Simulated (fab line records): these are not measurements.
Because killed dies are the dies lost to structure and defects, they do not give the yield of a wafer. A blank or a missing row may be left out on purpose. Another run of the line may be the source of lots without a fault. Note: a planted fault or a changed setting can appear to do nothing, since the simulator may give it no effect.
Which tool was responsible?	flow nand-harc	24 lots, 72 wafers sampled, at 6 steps of a route of 1159

WHAT EACH GAUGE READ, for each wafer
NHARC_A_BLC_INSPECT_28. Usual: raw-defect-count reads 416 (standard deviation 98).
lot	measured	on	raw-defect-count	flag
L074	day 18 19:32	defect-inspect-02	292 328 384	
L075	day 19 01:46	defect-inspect-01	483 566 593	
L076	day 19 02:50	defect-inspect-01	405 392 387	
L077	day 19 08:52	defect-inspect-02	506 491 371	
L079	day 20 04:59	defect-inspect-01	308 446 410	
L078	day 20 10:14	defect-inspect-02	363 493 502	
L083	day 22 10:14	defect-inspect-02	577 396 346	
L082	day 22 10:25	defect-inspect-02	380 346 396	
L084	day 22 10:40	defect-inspect-02	296 343 428	
L088	day 22 10:50	defect-inspect-02	345 383 440	
L085	day 22 19:52	defect-inspect-02	412 386 397	
L080	day 22 20:16	defect-inspect-01	407 261 367	
L081	day 23 18:20	defect-inspect-02	428 479 473	
L086	day 24 00:19	defect-inspect-02	338 344 399	
L089	day 24 05:01	defect-inspect-02	389 352 550	
L087	day 24 08:14	defect-inspect-02	560 284 450	
L091	day 24 08:19	defect-inspect-01	534 964 519	
L090	day 24 08:40	defect-inspect-01	328 445 460	
L092	day 24 08:44	defect-inspect-02	486 370 544	
L094	day 24 16:43	defect-inspect-02	423 322 388	
L093	day 24 17:10	defect-inspect-02	425 423 346	
L097	day 24 19:33	defect-inspect-02	433 479 437	
L096	day 24 20:44	defect-inspect-02	742 359 405	
L095	day 25 05:04	defect-inspect-02	456 319 367	

NHARC_A_M1_OVL_MEAS_10: pitch 240 nm. Usual: overlay-x-nm 0.2 nm, standard deviation 0.88; overlay-y-nm -0.1 nm, standard deviation 0.9.
lot	measured	on	overlay-x-nm (nm)	overlay-y-nm (nm)	flag
L074	day 19 00:43	overlay-02	0.7 0.4 1.2	-0.7 -1.1 -0.6	
L075	day 19 07:22	overlay-01	0.7 0.2 0.5	2.0 1.1 1.0	
L076	day 19 08:14	overlay-01	-0.6 -0.6 -0.8	-1.0 -1.3 -1.1	
L077	day 19 13:47	overlay-01	-0.1 0.6 0.3	-0.7 -0.3 -0.6	
L079	day 20 10:21	overlay-02	-0.3 -0.5 -0.4	-1.0 -0.3 -0.7	
L078	day 20 15:41	overlay-01	0.8 0.4 0.9	-0.2 -0.6 0.2	
L083	day 22 15:51	overlay-02	1.0 0.6 0.9	-0.1 0.4 0.0	
L082	day 22 15:57	overlay-01	0.9 1.0 0.7	0.1 -0.2 0.2	
L084	day 22 16:07	overlay-02	0.4 0.0 0.1	0.9 0.5 1.0	
L088	day 22 16:53	overlay-02	-2.5 -1.8 -2.5	1.3 1.2 1.1	
L085	day 23 00:53	overlay-01	-0.1 0.6 0.3	-0.3 0.2 0.3	
L080	day 23 01:22	overlay-02	-1.0 -0.7 -1.7	-0.5 -0.8 -1.2	
L081	day 23 23:13	overlay-01	2.1 2.1 2.4	-2.3 -1.8 -1.6	
L086	day 24 05:25	overlay-01	0.3 1.4 0.7	-0.8 -1.4 -0.8	
L089	day 24 10:34	overlay-01	-0.3 -0.3 -0.6	0.4 1.0 1.2	
L087	day 24 14:11	overlay-02	0.7 1.0 0.7	-0.7 -0.5 -0.8	
L091	day 24 14:19	overlay-01	-0.2 0.1 0.3	-0.7 -0.3 -0.8	
L090	day 24 14:32	overlay-01	-0.1 -0.5 -0.1	1.2 1.8 1.7	
L092	day 24 14:41	overlay-02	-0.8 -0.6 -0.2	-0.5 -0.8 -1.2	
L094	day 24 22:09	overlay-02	1.3 0.7 0.2	0.3 -0.2 0.9	
L093	day 24 22:30	overlay-02	0.8 0.1 0.7	-0.2 0.0 -0.3	
L097	day 25 00:46	overlay-01	0.3 0.1 0.0	-0.1 -0.2 -0.1	
L096	day 25 02:19	overlay-01	0.3 0.2 0.2	0.8 0.1 0.3	
L095	day 25 10:13	overlay-02	0.3 -0.5 0.1	1.7 0.8 0.9	

NHARC_A_BONDPAD_THK_MEAS_30: measures by ellipsometry. Usual: thk-nm reads 200.1 nm (standard deviation 1.3).
lot	measured	on	thk-nm (nm)	flag
L074	day 19 05:49	film-metro-01	200.7 204.4 199.2	
L075	day 19 11:41	film-metro-02	201.3 197.3 198.8	
L076	day 19 13:49	film-metro-01	200.4 198.0 201.1	
L077	day 19 17:50	film-metro-02	201.7 200.2 199.8	
L079	day 20 14:28	film-metro-01	198.6 200.1 199.8	
L078	day 20 20:19	film-metro-01	196.9 200.2 199.0	
L083	day 22 19:58	film-metro-01	197.0 200.1 200.1	
L082	day 22 20:16	film-metro-01	199.9 199.9 201.7	
L084	day 22 20:31	film-metro-01	199.9 199.6 200.1	
L088	day 22 21:04	film-metro-01	200.0 200.1 201.6	
L085	day 23 04:59	film-metro-02	201.5 202.8 201.2	
L080	day 23 05:28	film-metro-01	200.3 199.3 200.1	
L081	day 24 03:17	film-metro-02	199.8 198.6 199.8	
L086	day 24 09:53	film-metro-02	199.8 199.8 200.3	
L089	day 24 15:49	film-metro-01	197.7 199.9 199.0	
L087	day 24 19:07	film-metro-02	201.8 200.4 201.1	
L091	day 24 19:14	film-metro-02	198.7 200.2 199.4	
L090	day 24 19:37	film-metro-01	200.3 197.8 200.3	
L092	day 24 19:26	film-metro-02	201.4 201.1 200.6	
L094	day 25 02:31	film-metro-01	200.1 198.0 198.8	
L093	day 25 02:58	film-metro-01	198.2 199.6 200.4	
L097	day 25 04:47	film-metro-02	199.7 200.1 199.7	
L096	day 25 06:22	film-metro-02	198.2 201.0 201.0	
L095	day 25 14:17	film-metro-01	198.0 199.9 201.5	

WHICH TOOL RAN EACH LOT (tool, then ch and the chambers of the sampled wafers, then the start)
lot	NHARC_A_M1_ETCH_35	NHARC_A_M1_DEP_33	NHARC_A_BONDPAD_CMP_29
L074	rie-diel-12 ch 0,1,3, day 19 00:55	pecvd-02 ch 1,2, day 19 04:33	cmp-03 ch 1,2,3, day 19 05:37
L075	rie-diel-01 ch 0,2, day 19 07:34	pecvd-02 ch 1,2, day 19 10:14	cmp-04 ch 0,1,3, day 19 11:26
L076	rie-diel-07 ch 0,2,3, day 19 08:25	pecvd-02 ch 1,2, day 19 12:28	cmp-03 ch 0,1,3, day 19 13:35
L077	rie-diel-12 ch 0,1, day 19 13:58	pecvd-03 ch 1,2, day 19 16:43	cmp-04 ch 0,1,3, day 19 17:35
L079	rie-diel-07 ch 2,3, day 20 10:32	pecvd-03 ch 0,1,2, day 20 13:17	cmp-01 ch 0,1,3, day 20 14:15
L078	rie-diel-07 ch 0,1, day 20 15:52	pecvd-01 ch 0,1, day 20 18:50	cmp-04 ch 0,2, day 20 20:05
L083	rie-diel-12 ch 0,1, day 22 16:02	pecvd-01 ch 0,1,2, day 22 18:46	cmp-03 ch 1,2, day 22 19:44
L082	rie-diel-12 ch 0,3, day 22 16:10	pecvd-03 ch 1,2, day 22 19:05	cmp-01 ch 0,1,2, day 22 20:04
L084	rie-diel-07 ch 0,3, day 22 16:19	pecvd-01 ch 0,2, day 22 19:17	cmp-03 ch 0,1,2, day 22 20:17
L088	rie-diel-12 ch 0,1,3, day 22 17:05	pecvd-03 ch 0,2, day 22 19:52	cmp-04 ch 1,2,3, day 22 20:54
L085	rie-diel-12 ch 0,2,3, day 23 01:05	pecvd-03 ch 0,1,2, day 23 03:54	cmp-04 ch 0,1, day 23 04:44
L080	rie-diel-12 ch 1,2,3, day 23 01:32	pecvd-01 ch 0,2, day 23 04:16	cmp-03 ch 0,1,3, day 23 05:15
L081	rie-diel-07 ch 0,1,2, day 23 23:23	pecvd-01 ch 1,2, day 24 02:04	cmp-03 ch 1,2,3, day 24 03:03
L086	rie-diel-07 ch 0,2,3, day 24 05:36	pecvd-02 ch 0,1, day 24 08:18	cmp-04 ch 0,2,3, day 24 09:38
L089	rie-diel-07 ch 0,3, day 24 10:45	pecvd-02 ch 0,2, day 24 14:24	cmp-03 ch 2,3, day 24 15:35
L087	rie-diel-12 ch 0,1,3, day 24 14:24	pecvd-02 ch 0,1,2, day 24 18:01	cmp-03 ch 0,2,3, day 24 18:56
L091	rie-diel-01 ch 1,2,3, day 24 14:31	pecvd-03 ch 0,2, day 24 17:59	cmp-01 ch 0,1,3, day 24 19:01
L090	rie-diel-07 ch 0,1,3, day 24 14:44	pecvd-01 ch 0,1, day 24 18:20	cmp-04 ch 0,1, day 24 19:23
L092	rie-diel-01 ch 1,2,3, day 24 14:53	pecvd-02 ch 0,2, day 24 18:16	cmp-03 ch 1,2,3, day 24 19:16
L094	rie-diel-12 ch 0,2,3, day 24 22:21	pecvd-01 ch 0,1,2, day 25 01:09	cmp-04 ch 1,2, day 25 02:17
L093	rie-diel-01 ch 0,1,2, day 24 22:42	pecvd-02 ch 0,1, day 25 01:45	cmp-01 ch 1,2,3, day 25 02:45
L097	rie-diel-12 ch 0,2,3, day 25 00:56	pecvd-02 ch 1,2, day 25 03:40	cmp-03 ch 1,2,3, day 25 04:34
L096	rie-diel-12 ch 0,2,3, day 25 02:31	pecvd-01 ch 0,1, day 25 05:14	cmp-01 ch 0,2,3, day 25 06:10
L095	rie-diel-12 ch 2,3, day 25 10:24	pecvd-01 ch 1,2, day 25 13:07	cmp-03 ch 1,2,3, day 25 14:05
- NHARC_A_M1_ETCH_35: etches the open film in N2/H2, target depth 40 nm, overetch 12 nm, time 43.94 s.
- NHARC_A_M1_DEP_33: deposits SiCN, target thk 30 nm.
- NHARC_A_BONDPAD_CMP_29: polishes SiCN, target thk 200 nm.

WHAT THE TOOLS THEMSELVES READ (means of the sampled wafers that have a number; where no wafer has one, the mark that the record gives instead)
NHARC_A_M1_ETCH_35. Usual: drypump-motor-current-A 5.5 A, standard deviation 0.31; n2-flow-sccm 150.0 sccm, standard deviation 0.41; oes-product-au 1.001 a.u., standard deviation 0.0068; rf-vpp-V 431.5 V, standard deviation 2.6; showerhead-plenum-p-Torr 2.08 Torr, standard deviation 0.093; throttle-valve-pct 14.172 %, standard deviation 0.0093.
lot	tool	drypump-motor-current-A (A)	n2-flow-sccm (sccm)	oes-product-au (a.u.)	rf-vpp-V (V)	showerhead-plenum-p-Torr (Torr)	throttle-valve-pct (%)	flag
L074	rie-diel-12	5.4	150.2	1.000	429.4	1.99	14.158	
L075	rie-diel-01	6.1	149.7	1.003	431.1	2.06	14.171	
L076	rie-diel-07	5.4	150.0	1.004	434.7	2.17	14.167	
L077	rie-diel-12	5.6	150.0	1.011	428.6	1.97	14.169	
L079	rie-diel-07	5.5	150.5	1.005	433.4	2.15	14.176	
L078	rie-diel-07	5.7	149.9	1.000	434.1	2.16	14.169	
L083	rie-diel-12	5.6	150.5	1.006	429.7	1.97	14.158	
L082	rie-diel-12	5.2	150.2	1.009	430.2	2.04	14.171	
L084	rie-diel-07	5.3	150.1	1.001	434.8	2.20	14.176	
L088	rie-diel-12	5.4	149.9	1.002	429.1	1.99	14.184	
L085	rie-diel-12	5.3	150.3	0.998	431.2	2.07	14.172	
L080	rie-diel-12	5.4	150.0	0.998	429.5	2.02	14.180	
L081	rie-diel-07	5.6	149.8	1.004	432.8	2.15	14.170	
L086	rie-diel-07	5.4	149.9	0.993	433.8	2.17	14.174	
L089	rie-diel-07	5.3	149.8	1.000	433.9	2.19	14.177	
L087	rie-diel-12	5.4	150.3	0.997	429.1	1.99	14.172	
L091	rie-diel-01	5.5	150.2	0.995	430.1	2.03	14.168	
L090	rie-diel-07	5.5	150.0	0.997	434.3	2.18	14.176	
L092	rie-diel-01	5.5	149.7	1.005	430.6	2.03	14.172	
L094	rie-diel-12	5.3	150.1	0.995	431.4	2.07	14.170	
L093	rie-diel-01	5.7	150.3	1.000	430.0	2.01	14.176	
L097	rie-diel-12	5.3	149.6	0.993	431.3	2.07	14.164	
L096	rie-diel-12	5.3	150.1	1.005	431.0	2.07	14.173	
L095	rie-diel-12	5.3	150.3	1.006	431.5	2.10	14.171	

NHARC_A_M1_DEP_33. Usual: heater-power-w reads 582 W (standard deviation 55).
lot	tool	heater-power-w (W)	flag
L074	pecvd-02	604	
L075	pecvd-02	558	
L076	pecvd-02	598	
L077	pecvd-03	581	
L079	pecvd-03	534	
L078	pecvd-01	581	
L083	pecvd-01	583	
L082	pecvd-03	543	
L084	pecvd-01	607	
L088	pecvd-03	534	
L085	pecvd-03	509	
L080	pecvd-01	581	
L081	pecvd-01	581	
L086	pecvd-02	618	
L089	pecvd-02	639	
L087	pecvd-02	603	
L091	pecvd-03	519	
L090	pecvd-01	586	
L092	pecvd-02	615	
L094	pecvd-01	594	
L093	pecvd-02	633	
L097	pecvd-02	629	
L096	pecvd-01	554	
L095	pecvd-01	568	

NHARC_A_BONDPAD_CMP_29. Usual: motor-current-A reads 12.3 A (standard deviation 1.1).
lot	tool	motor-current-A (A)	flag
L074	cmp-03	12.9	
L075	cmp-04	11.5	
L076	cmp-03	12.9	
L077	cmp-04	11.6	
L079	cmp-01	12.0	
L078	cmp-04	11.3	
L083	cmp-03	13.2	
L082	cmp-01	12.5	
L084	cmp-03	12.3	
L088	cmp-04	12.3	
L085	cmp-04	11.4	
L080	cmp-03	12.6	
L081	cmp-03	12.7	
L086	cmp-04	11.7	
L089	cmp-03	13.6	
L087	cmp-03	13.0	
L091	cmp-01	11.7	
L090	cmp-04	11.4	
L092	cmp-03	12.6	
L094	cmp-04	12.9	
L093	cmp-01	12.7	
L097	cmp-03	13.0	
L096	cmp-01	11.7	
L095	cmp-03	13.3	

THE ANSWER, worked out from the rows above alone
Rule: a lot counts as off when the mean over its wafers that have a number is more than 3 standard deviations away from the usual mean. Also off: a lot with no number at a reading for which 4 or more lots have one. Where the step has rows for the other lots, those lots are counted as sound. The gauges are gone through in route order, then the tools' own readings, and for those a lot's mean is taken as printed above. At the first step where some lot is off, the reading lying furthest off is the one used; lots without a number count as furthest.
None of the lots is off at any reading shown; this tells nothing.

WHAT THE SIMULATOR HAD PUT IN
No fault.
